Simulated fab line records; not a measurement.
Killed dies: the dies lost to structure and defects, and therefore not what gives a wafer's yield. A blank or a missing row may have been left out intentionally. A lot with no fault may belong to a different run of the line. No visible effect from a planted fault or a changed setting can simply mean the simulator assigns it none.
Chamber matching | flow nand-harc | 4 sister chambers for NHARC_P_STI_DESCUM_14 on rie-diel-09
The step chemistry O2, time 3 s. 4 wafers are shown with their chamber, then 10 later ones without.

WAFERS, EACH WITH ITS CHAMBER
wafer  | chamber | drypump-motor-current-A (A)
L086.3 | 1       | 6.6
L088.2 | 0       | 5.3
L091.3 | 3       | 5.5
L091.4 | 2       | 6.2

WAFERS MISSING THEIR CHAMBER
wafer  | drypump-motor-current-A (A)
L091.5 | 6.5
L093.4 | 5.3
L093.5 | 6.6
L093.6 | 6.2
L092.2 | 6.2
L092.3 | 5.3
L092.5 | 6.2
L095.1 | 6.2
L095.2 | 6.6
L095.4 | 5.3

CHAMBER TAKEN BY EACH
wafer  | from the rows above | in truth
L091.5 | 1                   | 1
L093.4 | 0                   | 0
L093.5 | 1                   | 1
L093.6 | 2                   | 2
L092.2 | 2                   | 2
L092.3 | 0                   | 0
L092.5 | 2                   | 2
L095.1 | 2                   | 2
L095.2 | 1                   | 1
L095.4 | 0                   | 0
Correctly placed: 10 of 10. Left unplaced by these rows: 0. Number placed wrongly: 0.
How it was worked out, from the rows above alone: a wafer's distance from a chamber is the root of the sum, over the readings, of the square of ((its reading less the chamber's mean) divided by the reading's scatter). The wafer belongs to the nearest chamber; if the next one is less than 2 further off, it can't be placed. For every chamber, the mean is computed from those of its wafers that are shown. The scatter: with one shown wafer a chamber, the root of the mean of the squares of how far each hidden wafer lies from its nearest shown one.
